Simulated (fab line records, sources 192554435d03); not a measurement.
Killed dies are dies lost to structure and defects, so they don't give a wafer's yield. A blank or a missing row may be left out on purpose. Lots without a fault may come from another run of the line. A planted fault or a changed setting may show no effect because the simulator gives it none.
fab line records | flow n5_finfet
record lots=7 wafers=21
route steps=1938 shown GATE_CUT@490 MOL_CONTACT_COAG@559 BEOL_M0_SAQP@643
start_h: hours from the record's first day to the start of the lot's first wafer shown | wait_h: hours since the lot's step before | " the same as in the row above | L1.1+2: a row that stands for several wafers | - no value, or no start given | * or withheld: withheld | < > ~ a bound
route shown NAME@n: a module of which the file shows steps, and the number in the route of the first | usual: mean/standard deviation of fault-free wafers | same: alike in all rows | chamber/n: place in a boat | sites: the reading at each site | _std_site: their standard deviation | _edge_site: outer sites' mean less inner sites' | radius_mm: how far each site lies from the wafer's centre | mask NAME#n: copy n | behind: the tool/chamber that last shaped the wafer | hold: why the lot was held/for how many hours/how that ended | device: the transistor (n, p or np) that didn't switch | end of line: the same wafers' tests at the end of the route | a step without rows: its recipe alone | killed: dies lost to structure and defects at the first sort, not the wafer's yield | map: a wafer's dies, x killed, . not, _ none there
set.NAME: the setting as run; set.NAME@STEP: as run at that earlier step | model.NAME: the simulator's own value behind a step, which no gauge read
lots whose settings were changed on purpose; a table a step, a row a wafer
## steps
# step N5_GATE_CUT_DESCUM_18
# recipe chemistry=O2 time_s=7 source_power_w=50 bias_power_w=20 pressure_mtorr=20 rf_frequency_hz=2.712e+07 temp_c=40 resist=CAR-EUV o2_flow_sccm=225
# columns lot.wafer tool chamber start_h wait_h set.time_s set.dose_mj@GATE_CUT_EXPOSE_10 model.GATE_CUT.cd_nm model.CAR-EUV_of_GATE_CUT_COAT_07.thk_nm
L080.1 rie_diel-02 0 123.47 0.4 7 43.25 20.2 26
L080.2 " 2 " " 8.513 43.25 20.2 25.2
L080.4 " 1 " " 7 43.25 20.4 26
L087.1 rie_diel-05 3 163.78 0.0 8.27 45.08 20.6 25.4
L087.5 " 0 " " 7 43.25 19.6 26
L087.6 " 1 " " 8.27 43.25 19.8 25.4
L089.1 rie_diel-02 2 175.66 0.0 8.167 40.02 17.8 25.4
L089.3 " 1 " " 7 40.02 17.8 26.2
L089.4 " 1 " " 7 43.25 19.8 26.2
L091.1 rie_diel-06 3 184.76 0.3 7.985 43.25 19.8 25.6
L091.3 " 0 " " 7 44.62 20.6 26
L091.5 " 2 " " 7 44.62 20.2 26
L092.3 rie_diel-02 2 191.19 0.0 7 43.25 19.8 25.8
L092.4+5 " 3 " " 7 43.25 20 26
L093.1 rie_diel-02 1 197.90 0.3 7 43.25 19.8 26.2
L093.2 " 2 " " 7 40.05 17.6 26.2
L093.5 " 0 " " 7 40.05 17.8 26.2
L095.2 rie_diel-06 1 209.01 0.0 5.674 43.25 19.8 26.6
L095.3+6 " 3,1 " " 7 43.25 20 26
# step N5_GATE_CUT_ETCH_28
# recipe chemistry=N2/H2 target=underlayer target_depth_a=130 mask_material=CAR-EUV time_s=10.4 ion_energy_ev=200 pressure_mtorr=30 source_w=840 bias_w=150 n2_flow_sccm=200 h2_flow_sccm=200 ends=cleared
# columns lot.wafer tool chamber start_h wait_h set.dose_mj@GATE_CUT_EXPOSE_10 set.time_s@GATE_CUT_DESCUM_18 model.GATE_CUT.cd_nm model.CAR-EUV_of_GATE_CUT_COAT_07.thk_nm
L080.1 rie_diel-02 0 123.51 0.0 43.25 7 20.2 14.6
L080.2 " 2 " " 43.25 8.513 20.2 13.8
L080.4 " 1 " " 43.25 7 20.4 14.4
L087.1 rie_diel-05 3 163.81 0.0 45.08 8.27 20.6 14
L087.5 " 0 " " 43.25 7 19.8 14.4
L087.6 " 1 " " 43.25 8.27 20 14
L089.1 rie_diel-02 2 175.69 0.0 40.02 8.167 18 14
L089.3 " 1 " " 40.02 7 17.8 14.6
L089.4 " 1 " " 43.25 7 19.8 14.6
L091.1 rie_diel-06 3 184.79 0.0 43.25 7.985 19.8 14.2
L091.3 " 0 " " 44.62 7 20.4 14.8
L091.5 " 2 " " 44.62 7 20.2 14.4
L092.3 rie_diel-02 2 191.22 0.0 43.25 7 19.8 14.4
L092.4+5 " 3 " " 43.25 7 20 14.4
L093.1 rie_diel-02 1 197.94 0.0 43.25 7 19.8 14.4
L093.2+5 " 2,0 " " 40.05 7 17.8 14.6
L095.2 rie_diel-06 1 209.05 0.0 43.25 5.674 19.8 15.2
L095.3+6 " 3,1 " " 43.25 7 20 14.6
# step N5_GATE_CUT_ETCH_36
# recipe chemistry=CF4 target=SiARC target_depth_a=130 mask_material=CAR-EUV time_s=21.7 ion_energy_ev=80 pressure_mtorr=40 source_w=545 bias_w=36 Ar_flow_sccm=100 cf4_flow_sccm=100 ends=cleared
# columns lot.wafer tool chamber start_h wait_h set.dose_mj@GATE_CUT_EXPOSE_10 set.time_s@GATE_CUT_DESCUM_18 model.GATE_CUT.cd_nm model.CAR-EUV_of_GATE_CUT_COAT_07.thk_nm
L080.1 rie_diel-02 0 123.53 0.0 43.25 7 20 6.8
L080.2 " 2 " " 43.25 8.513 20.4 6
L080.4 " 1 " " 43.25 7 20.6 6.6
L087.1 rie_diel-05 3 163.83 0.0 45.08 8.27 20.8 6.4
L087.5 " 0 " " 43.25 7 19.8 6.8
L087.6 " 1 " " 43.25 8.27 20 6.2
L089.1 rie_diel-02 2 175.71 0.0 40.02 8.167 18 6.4
L089.3 " 1 " " 40.02 7 17.8 7
L089.4 " 1 " " 43.25 7 20 7
L091.1 rie_diel-06 3 184.81 0.0 43.25 7.985 19.8 6.4
L091.3 " 0 " " 44.62 7 20.4 7
L091.5 " 2 " " 44.62 7 20.2 6.8
L092.3+4+5 rie_diel-02 2,3,3 191.24 0.0 43.25 7 19.8 6.8
L093.1 rie_diel-02 1 197.96 0.0 43.25 7 20 6.8
L093.2+5 " 2,0 " " 40.05 7 17.8 7
L095.2 rie_diel-06 1 209.07 0.0 43.25 5.674 19.8 7.6
L095.3 " 3 " " 43.25 7 20 7
L095.6 " 1 " " 43.25 7 20.2 7
# step N5_GATE_CUT_ETCH_37
# recipe chemistry=N2/H2 target=SOC target_depth_a=600 overetch_a=120 mask_material=SiARC temp_c=40 time_s=90 ion_energy_ev=200 pressure_mtorr=30 source_w=840 bias_w=150 n2_flow_sccm=200 h2_flow_sccm=200
# columns lot.wafer tool chamber start_h wait_h set.dose_mj@GATE_CUT_EXPOSE_10 model.GATE_CUT.cd_nm
L080.1 rie_diel-02 0 123.55 0.0 43.25 19.8
L080.2 " 2 " " 43.25 20.4
L080.4 " 1 " " 43.25 20.6
L087.1 rie_diel-05 3 163.86 0.0 45.08 20.6
L087.5 " 0 " " 43.25 19.8
L087.6 " 1 " " 43.25 20
L089.1 rie_diel-02 2 175.74 0.0 40.02 18.2
L089.3 " 1 " " 40.02 17.8
L089.4 " 1 " " 43.25 20
L091.1 rie_diel-06 3 184.84 0.0 43.25 19.8
L091.3 " 0 " " 44.62 20.6
L091.5 " 2 " " 44.62 20.4
L092.3 rie_diel-02 2 191.27 0.0 43.25 20.2
L092.4+5 " 3 " " 43.25 20
L093.1 rie_diel-02 1 197.98 0.0 43.25 19.8
L093.2 " 2 " " 40.05 18
L093.5 " 0 " " 40.05 17.6
L095.2 rie_diel-06 1 209.09 0.0 43.25 19.8
L095.3+6 " 3,1 " " 43.25 20.2
# step N5_MOL_CONTACT_COAG_ALD_27
# recipe material=SiOC target_thk_a=170 temp_c=400 ald_precursor_family=carbosiloxane ald_co_reactant=H2-plasma pulse_time_s=1.5 time_s=2720 purge_time_s=2 co_reactant_purge_time_s=2 ald_cycles=340 pressure_torr=2
# columns lot.wafer tool chamber start_h wait_h set.time_s model.SiOC_of_MOL_CONTACT_COAG_ALD_27.thk_nm
L080.1 ald_sin-04 3 132.64 0.1 2314 14.6
L080.2 " 1 " " 2720 17
L080.4 " 2 " " 2314 14.4
L087.1 ald_sin-01 2 173.13 0.0 2720 17
L087.5 " 3 " " 2720 16.8
L087.6 " 0 " " 2261 14
L089.1 ald_sin-02 0 185.78 0.0 2720 17
L089.3+4 " 2,1 " " 2427 15.2
L091.1+3 ald_sin-04 3,0 198.48 0.0 2720 17
L091.5 " 2 " " 2384 15
L092.3+4 ald_sin-04 1,0 204.31 0.0 2720 17.2
L092.5 " 3 " " 2720 17
L093.1 ald_sin-01 0 210.54 0.0 2163 13.4
L093.2 " 3 " " 2720 16.8
L093.5 " 1 " " 2163 13.6
L095.2+3 ald_sin-02 0,1 217.19 0.0 2268 14.2
L095.6 " 1 " " 2720 17
# step N5_MOL_CONTACT_COAG_PECVD_31
# recipe material=SiO2 target_thk_a=460 temp_c=400 precursor=TEOS/O2 pressure_torr=6.5 rf_w=withheld teos_flow_sccm=withheld gas=O2 flow_sccm=2650 time_s=8.9
# columns lot.wafer tool chamber start_h wait_h set.time_s model.SiO2_of_MOL_CONTACT_COAG_PECVD_31.thk_nm
L080.1+4 pecvd-01 0 135.04 0.3 8.369 43.8
L080.2 " 1 " " 8.9 45.4
L087.1 pecvd-01 1 175.53 0.3 8.474 43.6
L087.5+6 " 1,2 " " 8.474 44.4
L089.1 pecvd-03 1 188.19 0.3 8.9 45.4
L089.3 " 0 " " 8.9 46.4
L089.4 " 2 " " 9.615 51
L091.1 pecvd-01 2 200.88 0.3 8.9 45.2
L091.3 " 0 " " 10.23 51.8
L091.5 " 1 " " 8.9 46.4
L092.3 pecvd-03 1 206.72 0.3 8.9 45.4
L092.4 " 2 " " 8.9 46.6
L092.5 " 0 " " 8.9 47.4
L093.1 pecvd-01 2 212.94 0.3 9.651 49.4
L093.2 " 0 " " 8.9 44.8
L093.5 " 0 " " 9.651 49
L095.2 pecvd-03 1 219.59 0.3 8.9 44.8
L095.3 " 0 " " 8.9 45.6
L095.6 " 0 " " 8.9 46.2
# step N5_MOL_CONTACT_COAG_COAT_75
# recipe resist=SOC temp_c=250 time_s=60 spin_rpm=1500 resist_thk_nm=60
# step N5_MOL_CONTACT_COAG_COAT_76
# recipe resist=SiARC temp_c=220 time_s=60 spin_rpm=1500 resist_thk_nm=10
# step N5_MOL_CONTACT_COAG_ETCHBACK_135
# recipe chemistry=CHF3 target=SiO2 target_depth_a=250 time_s=16.7 ion_energy_ev=200 pressure_mtorr=30 source_w=610 bias_w=170 Ar_flow_sccm=200 CHF3_flow_sccm=50
# step N5_MOL_CONTACT_COAG_STRIP_118
# recipe chemistry=CHF3 resist=SiARC rf_frequency_hz=6e+07
# step N5_MOL_CONTACT_COAG_VIA_ETCH_46
# recipe chemistry=C4F6/O2 target_depth_a=460 overetch_a=92 mask_material=SOC target=SiO2 bias_w=455 pressure_mtorr=10 time_s=40 source_w=325 Ar_flow_sccm=300 C4F6_flow_sccm=10 O2_flow_sccm=10 ion_energy_ev=575.3 ends=end_point
# columns lot.wafer tool chamber start_h wait_h set.time_s@MOL_CONTACT_COAG_PECVD_31 model.etch.depth_nm
L080.1 rie_diel-03 3 135.97 0.0 8.369 43.84
L080.2 " 0 " " 8.9 45.31
L080.4 " 1 " " 8.369 43.85
L087.1 rie_diel-04 3 176.46 0.0 8.474 43.55
L087.5 " 2 " " 8.474 44.35
L087.6 " 1 " " 8.474 44.44
L089.1 rie_diel-01 1 190.96 0.0 8.9 45.49
L089.3 " 2 " " 8.9 46.46
L089.4 " 0 " " 9.615 50.95
L091.1 rie_diel-01 2 201.94 0.0 8.9 45.25
L091.3 " 3 " " 10.23 51.77
L091.5 " 1 " " 8.9 46.35
L092.3 rie_diel-01 3 207.65 0.0 8.9 45.4
L092.4 " 2 " " 8.9 46.67
L092.5 " 3 " " 8.9 47.39
L093.1 rie_diel-03 2 213.87 0.0 9.651 49.32
L093.2 " 3 " " 8.9 44.82
L093.5 " 1 " " 9.651 48.92
L095.2 rie_diel-04 2 221.00 0.0 8.9 44.81
L095.3 " 3 " " 8.9 45.64
L095.6 " 1 " " 8.9 46.28
# step N5_MOL_CONTACT_COAG_COAT_64
# recipe resist=underlayer temp_c=205 time_s=60 spin_rpm=1500 resist_thk_nm=10
# columns lot.wafer tool chamber start_h wait_h set.spin_rpm model.underlayer_of_MOL_CONTACT_COAG_COAT_64.thk_nm
L080.1 litho_track-04 0 - - 1500 10
L080.2 " 0 " " 1657 9.6
L080.4 " 0 " " 1657 9.4
L087.1+5+6 litho_track-02 0 - - 1500 10
L089.1+4 litho_track-03 0 - - 1362 10.6
L089.3 " 0 " " 1500 10
L091.1+3 litho_track-03 0 - - 1500 10
L091.5 " 0 " " 1390 10.4
L092.3+4+5 litho_track-02 0 - - 1500 10
L093.1+2 litho_track-04 0 - - 1500 10
L093.5 " 0 " " 1415 10.2
L095.2+3+6 litho_track-03 0 - - 1500 10
# step N5_MOL_CONTACT_COAG_EXPOSE_37
# recipe mask_id=VD na=0.33 source_shape=annular sigma_inner=0.3 sigma_outer=0.7 polarization=unpolarized defocus_nm=0 dose_mj=62
# columns lot.wafer tool chamber start_h wait_h mask set.dose_mj
L080.1+2 euv_scanner-02 0 136.48 - VD#0 62
L080.4 " 0 " " VD#0 63.98
L087.1+6 euv_scanner-02 0 176.98 - VD#0 62
L087.5 " 0 " " VD#0 57.89
L089.1 euv_scanner-01 0 191.63 - VD#0 62
L089.3+4 " 0 " " VD#0 64.31
L091.1+3+5 euv_scanner-02 0 202.57 - VD#0 62
L092.3+4+5 euv_scanner-02 0 208.18 - VD#0 62
L093.1 euv_scanner-02 0 214.38 - VD#0 62
L093.2+5 " 0 " " VD#0 64.05
L095.2+6 euv_scanner-02 0 221.65 - VD#0 60.27
L095.3 " 0 " " VD#0 62
# step N5_MOL_CONTACT_COAG_PEB_38
# recipe peb_temp_c=100 peb_time_s=60 resist=CAR-EUV
# step N5_MOL_CONTACT_COAG_DEVELOP_39
# recipe develop_time_s=30 developer=TMAH resist=CAR-EUV rinse_liquid=surfactant_rinse dry=air_spin dev_temp_c=23
# step N5_MOL_CONTACT_COAG_DESCUM_45
# recipe chemistry=O2 time_s=7 source_power_w=50 bias_power_w=20 pressure_mtorr=20 rf_frequency_hz=2.712e+07 temp_c=40 resist=CAR-EUV o2_flow_sccm=225
# step N5_MOL_CONTACT_COAG_ETCH_65
# recipe chemistry=N2/H2 target=underlayer target_depth_a=130 mask_material=CAR-EUV time_s=10.4 ion_energy_ev=200 pressure_mtorr=30 source_w=840 bias_w=150 n2_flow_sccm=200 h2_flow_sccm=200 ends=cleared
# columns lot.wafer tool chamber start_h wait_h set.spin_rpm@MOL_CONTACT_COAG_COAT_64 model.CAR-EUV_of_MOL_CONTACT_COAG_COAT_34.thk_nm model.etch.depth_nm
L080.1 rie_diel-01 1 137.01 0.0 1500 24.6 9.985
L080.2 " 2 " " 1657 25.2 9.529
L080.4 " 2 " " 1657 25.2 9.489
L087.1 rie_diel-04 3 177.28 0.0 1500 24.6 10
L087.5 " 3 " " 1500 24.4 10.04
L087.6 " 2 " " 1500 24.6 9.978
L089.1+4 rie_diel-04 1,3 191.93 0.0 1362 24.2 10.58
L089.3 " 3 " " 1500 24.6 10.09
L091.1 rie_diel-01 0 202.89 0.0 1500 24.6 10.04
L091.3 " 2 " " 1500 24.4 10.02
L091.5 " 2 " " 1390 24.2 10.39
L092.3 rie_diel-03 2 208.46 0.0 1500 24.4 9.999
L092.4 " 0 " " 1500 24.6 10
L092.5 " 3 " " 1500 24.4 10.02
L093.1 rie_diel-01 3 214.68 0.0 1500 24.6 9.985
L093.2 " 1 " " 1500 24.8 9.995
L093.5 " 3 " " 1415 24.2 10.28
L095.2 rie_diel-03 0 221.94 0.0 1500 24.8 10.05
L095.3 " 3 " " 1500 24.6 10.03
L095.6 " 0 " " 1500 24.8 10.03
# step N5_MOL_CONTACT_COAG_ETCH_66
# recipe chemistry=CF4 target=SiARC target_depth_a=130 mask_material=CAR-EUV time_s=21.7 ion_energy_ev=80 pressure_mtorr=40 source_w=545 bias_w=36 Ar_flow_sccm=100 cf4_flow_sccm=100 ends=cleared
# step N5_MOL_CONTACT_COAG_ALD_133
# recipe material=SiO2 target_thk_a=50 temp_c=100 ald_precursor_family=BDEAS ald_co_reactant=O2-plasma pulse_time_s=1 co_reactant_pulse_time_s=1 purge_time_s=2 co_reactant_purge_time_s=2 ald_cycles=35 pressure_torr=2
# step N5_MOL_CONTACT_COAG_ETCHBACK_134
# recipe chemistry=CHF3 target=SiO2 target_depth_a=100 time_s=6.7 ion_energy_ev=200 pressure_mtorr=30 source_w=610 bias_w=170 Ar_flow_sccm=200 CHF3_flow_sccm=50
# columns lot.wafer tool chamber start_h wait_h set.spin_rpm@MOL_CONTACT_COAG_COAT_64 model.CAR-EUV_of_MOL_CONTACT_COAG_COAT_34.thk_nm
L080.1 rie_diel-01 1 137.45 0.2 1500 15.6
L080.2+4 " 3 " " 1657 16
L087.1+5 rie_diel-03 1,0 177.96 0.1 1500 15.4
L087.6 " 1 " " 1500 15.6
L089.1 rie_diel-01 3 192.21 0.1 1362 15.2
L089.3 " 2 " " 1500 15.6
L089.4 " 1 " " 1362 15
L091.1 rie_diel-04 2 203.34 0.3 1500 15.6
L091.3 " 3 " " 1500 15.4
L091.5 " 2 " " 1390 15
L092.3+5 rie_diel-03 3,0 208.74 0.1 1500 15.4
L092.4 " 1 " " 1500 15.6
L093.1 rie_diel-03 2 215.28 0.1 1500 15.4
L093.2 " 1 " " 1500 15.6
L093.5 " 2 " " 1415 15.2
L095.2+6 rie_diel-01 3,1 222.22 0.1 1500 15.6
L095.3 " 1 " " 1500 15.4
# step N5_MOL_CONTACT_COAG_ETCH_67
# recipe chemistry=N2/H2 target=SOC target_depth_a=600 overetch_a=210 mask_material=SiARC temp_c=40 time_s=101.2 ion_energy_ev=200 pressure_mtorr=30 source_w=840 bias_w=150 n2_flow_sccm=200 h2_flow_sccm=200
# step N5_MOL_CONTACT_COAG_STRIP_68
# recipe chemistry=N2/H2 temp_c=40 n2_flow_sccm=200 h2_flow_sccm=200 rf_frequency_hz=6e+07
# step N5_MOL_CONTACT_COAG_PRECLEAN_138
# recipe chemistry=alkaline_clean temp_c=60 time_s=60 do_ppb=50
# step N5_MOL_CONTACT_COAG_SRD_139
# recipe dry=ipa_marangoni time_s=30 temp_c=23 rinse_liquid=diw
# step N5_MOL_CONTACT_COAG_CD_MEAS_101
# recipe target_cd_nm=16
# usual cd_nm=16.0/0.32
# columns lot.wafer tool chamber start_h wait_h set.dose_mj@MOL_CONTACT_COAG_EXPOSE_37 cd_nm
L080.1 cd_sem-03 - 137.96 0.0 62 16.5
L080.2 " - " " 62 16.6
L080.4 " - " " 63.98 17.0
L087.1 cd_sem-01 - 178.48 0.0 62 16.0
L087.5 " - " " 57.89 14.5
L087.6 " - " " 62 16.2
L089.1 cd_sem-01 - 192.72 0.0 62 15.9
L089.3 " - " " 64.31 16.9
L089.4 " - " " 64.31 16.7
L091.1 cd_sem-02 - 203.85 0.0 62 16.1
L091.3 " - " " 62 16.3
L091.5 " - " " 62 15.6
L092.3 cd_sem-01 - 209.25 0.0 62 16.3
L092.4 " - " " 62 15.9
L092.5 " - " " 62 15.7
L093.1 cd_sem-03 - 215.78 0.0 62 16.1
L093.2 " - " " 64.05 16.1
L093.5 " - " " 64.05 16.7
L095.2 cd_sem-02 - 222.73 0.0 60.27 15.7
L095.3 " - " " 62 16.1
L095.6 " - " " 60.27 15.4
# step N5_BEOL_M0_SAQP_COAT_08
# recipe resist=CAR-ArF spin_rpm=1500 resist_thk_nm=90
# columns lot.wafer tool chamber start_h wait_h set.spin_rpm model.CAR-ArF_of_BEOL_M0_SAQP_COAT_08.thk_nm
L080.1 litho_track-02 0 - - 1500 89.8
L080.2+4 " 0 " " 1554 88.4
L087.1 litho_track-05 0 - - 1500 90
L087.5+6 " 0 " " 1500 90.2
L089.1 litho_track-02 0 - - 1450 91
L089.3 " 0 " " 1500 89.6
L089.4 " 0 " " 1450 91.4
L091.1+5 litho_track-02 0 - - 1658 85.8
L091.3 " 0 " " 1500 90.2
L092.3 litho_track-02 0 - - 1500 90.4
L092.4 " 0 " " 1500 90.2
L092.5 " 0 " " 1500 89.8
L093.1 litho_track-01 0 - - 1406 93.2
L093.2 " 0 " " 1500 90.2
L093.5 " 0 " " 1406 93.4
L095.2 litho_track-02 0 - - 1334 95.4
L095.3 " 0 " " 1500 89.6
L095.6 " 0 " " 1500 89.8
# step N5_BEOL_M0_SAQP_DEVELOP_13
# recipe develop_time_s=30 developer=TMAH resist=CAR-ArF dev_temp_c=23 rinse_liquid=diw dry=air_spin
# columns lot.wafer tool chamber start_h wait_h set.develop_time_s
L080.1+2+4 litho_track-02 0 - - 30
L087.1+5+6 litho_track-02 0 - - 30
L089.1+4 litho_track-05 0 - - 30
L089.3 " 0 " " 28
L091.1+3+5 litho_track-02 0 - - 26.76
L092.3+4+5 litho_track-02 0 - - 30
L093.1 litho_track-01 0 - - 30
L093.2+5 " 0 " " 32.82
L095.2 litho_track-05 0 - - 30
L095.3+6 " 0 " " 27.59
# step N5_BEOL_M0_SAQP_DESCUM_19
# recipe chemistry=O2 time_s=7.9 source_power_w=50 bias_power_w=20 pressure_mtorr=20 rf_frequency_hz=2.712e+07 temp_c=40 resist=CAR-ArF o2_flow_sccm=225
# columns lot.wafer tool chamber start_h wait_h set.spin_rpm@BEOL_M0_SAQP_COAT_08 model.CAR-ArF_of_BEOL_M0_SAQP_COAT_08.thk_nm
L080.1 rie_diel-06 1 144.05 0.1 1500 83.2
L080.2+4 " 3,2 " " 1554 81.8
L087.1 rie_diel-06 0 185.70 0.4 1500 83.6
L087.5+6 " 3,0 " " 1500 83.8
L089.1 rie_diel-05 1 198.50 0.0 1450 84.4
L089.3 " 0 " " 1500 83.2
L089.4 " 3 " " 1450 85
L091.1 rie_diel-02 1 210.94 0.0 1658 79.4
L091.3 " 2 " " 1500 83.6
L091.5 " 2 " " 1658 79.2
L092.3 rie_diel-06 3 214.46 0.0 1500 84
L092.4 " 1 " " 1500 83.6
L092.5 " 3 " " 1500 83.4
L093.1 rie_diel-05 1 220.77 0.0 1406 86.4
L093.2 " 2 " " 1500 83.6
L093.5 " 3 " " 1406 86.8
L095.2 rie_diel-06 2 228.24 0.0 1334 88.8
L095.3+6 " 3,2 " " 1500 83.2
## key
split step=N5_GATE_CUT_DESCUM_18 setting=time_s stated=7 by=wafer
response step=N5_GATE_CUT_DESCUM_18 reading=model.CAR-EUV_of_GATE_CUT_COAT_07.thk_nm change=-0.0359 per=1% r=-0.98
response step=N5_GATE_CUT_ETCH_28 reading=model.CAR-EUV_of_GATE_CUT_COAT_07.thk_nm change=-0.0303 per=1% r=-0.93
response step=N5_GATE_CUT_ETCH_36 reading=model.CAR-EUV_of_GATE_CUT_COAT_07.thk_nm change=-0.0323 per=1% r=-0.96
split step=N5_MOL_CONTACT_COAG_ALD_27 setting=time_s stated=2720 by=wafer
response step=N5_MOL_CONTACT_COAG_ALD_27 reading=model.SiOC_of_MOL_CONTACT_COAG_ALD_27.thk_nm change=+0.166 per=1% r=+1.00
split step=N5_MOL_CONTACT_COAG_PECVD_31 setting=time_s stated=8.9 by=wafer
response step=N5_MOL_CONTACT_COAG_PECVD_31 reading=model.SiO2_of_MOL_CONTACT_COAG_PECVD_31.thk_nm change=+0.449 per=1% r=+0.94
response step=N5_MOL_CONTACT_COAG_VIA_ETCH_46 reading=model.etch.depth_nm change=+0.441 per=1% r=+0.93
split step=N5_MOL_CONTACT_COAG_COAT_64 setting=spin_rpm stated=1500 by=wafer
response step=N5_MOL_CONTACT_COAG_COAT_64 reading=model.underlayer_of_MOL_CONTACT_COAG_COAT_64.thk_nm change=-0.0529 per=1% r=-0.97
response step=N5_MOL_CONTACT_COAG_ETCH_65 reading=model.CAR-EUV_of_MOL_CONTACT_COAG_COAT_34.thk_nm change=+0.0535 per=1% r=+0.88
response step=N5_MOL_CONTACT_COAG_ETCH_65 reading=model.etch.depth_nm change=-0.0493 per=1% r=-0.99
response step=N5_MOL_CONTACT_COAG_ETCHBACK_134 reading=model.CAR-EUV_of_MOL_CONTACT_COAG_COAT_34.thk_nm change=+0.0505 per=1% r=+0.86
split step=N5_MOL_CONTACT_COAG_EXPOSE_37 setting=dose_mj stated=62 by=wafer
response step=N5_MOL_CONTACT_COAG_CD_MEAS_101 reading=cd_nm change=+0.208 per=1% r=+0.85
split step=N5_BEOL_M0_SAQP_COAT_08 setting=spin_rpm stated=1500 by=wafer
response step=N5_BEOL_M0_SAQP_COAT_08 reading=model.CAR-ArF_of_BEOL_M0_SAQP_COAT_08.thk_nm change=-0.469 per=1% r=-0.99
response step=N5_BEOL_M0_SAQP_DESCUM_19 reading=model.CAR-ArF_of_BEOL_M0_SAQP_COAT_08.thk_nm change=-0.459 per=1% r=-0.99
split step=N5_BEOL_M0_SAQP_DEVELOP_13 setting=develop_time_s stated=30 by=wafer
response none clear
split outside_this_file step=N5_GATE_CUT_EXPOSE_10 setting=dose_mj
# split outside_this_file: this setting was split too, and the file shows its column; the key of that split is in another file
